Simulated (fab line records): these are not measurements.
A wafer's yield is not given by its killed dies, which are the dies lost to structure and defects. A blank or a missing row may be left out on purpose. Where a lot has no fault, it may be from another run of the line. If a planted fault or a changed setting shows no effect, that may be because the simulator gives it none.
Chamber matching ; flow n5-finfet ; 3 sister chambers for N5_BEOL_M0_DEP_125 on pecvd-01
The step deposits SiCN from 3MS/NH3, target thk 8 nm, time 14 s. 18 wafers are shown with their chamber, then 9 later ones without.

## WAFERS, EACH WITH ITS CHAMBER
wafer;chamber;throttle-valve-pct (%);rf-fwd-power-W (W);showerhead-plenum-p-Torr (Torr)
L080.1;0;8.8;200.0;3.673
L080.2;1;9.8;198.7;3.667
L080.6;0;8.7;199.6;3.674
L082.1;0;8.9;198.2;3.658
L082.2;2;9.4;199.3;3.662
L082.6;1;9.8;199.2;3.664
L084.1;0;8.8;198.4;3.667
L084.2;2;9.5;200.6;3.660
L084.5;2;9.5;200.6;3.662
L086.1;1;9.9;199.0;3.662
L086.4;2;9.7;198.9;3.663
L086.5;1;9.7;199.0;3.667
L088.1;0;8.5;199.3;3.663
L088.2;1;9.7;199.5;3.665
L088.5;1;10.1;199.3;3.668
L090.1;1;9.6;199.5;3.666
L090.4;2;9.6;200.8;3.662
L090.5;0;8.6;198.3;3.663

SIGNATURES, as means of the wafers listed above
reading;chamber 0;chamber 1;chamber 2;scatter within a chamber
throttle-valve-pct;8.717;9.800;9.540;0.146
rf-fwd-power-W;198.967;199.171;200.040;0.658
showerhead-plenum-p-Torr;3.66633;3.66557;3.66180;0.00388
Rule: a wafer lies at a distance from a chamber equal to the root of the sum of squares, over the readings, of (its reading less the chamber's mean, divided by the reading's scatter). If the next closest chamber is less than 2 further off than the closest, the wafer can't be placed; otherwise it belongs to the closest. The scatter: take each reading less its chamber's mean, square it, sum over the shown wafers, divide by the number of wafers less the number of chambers, and take the root.

## WAFERS MISSING THEIR CHAMBER
wafer;throttle-valve-pct (%);rf-fwd-power-W (W);showerhead-plenum-p-Torr (Torr)
L091.3;9.8;199.3;3.674
L091.4;9.6;198.6;3.669
L091.5;8.4;199.1;3.664
L093.3;9.8;199.5;3.656
L093.5;9.3;199.0;3.665
L093.6;8.7;199.0;3.658
L096.1;9.6;199.0;3.668
L096.2;8.5;199.1;3.671
L096.3;9.7;199.6;3.667

## EACH ONE'S CHAMBER
wafer;from the rows above;in truth
L091.3;can't be placed: 1 or 2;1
L091.4;can't be placed: 1 or 2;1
L091.5;0;0
L093.3;can't be placed: 2 or 1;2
L093.5;can't be placed: 2 or 1 or 0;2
L093.6;0;0
L096.1;can't be placed: 1 or 2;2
L096.2;0;0
L096.3;can't be placed: 1 or 2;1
Correctly placed: 3 of 9. These rows do not allow placing 6 (true chamber among the candidates in 6). Number placed wrongly: 0.
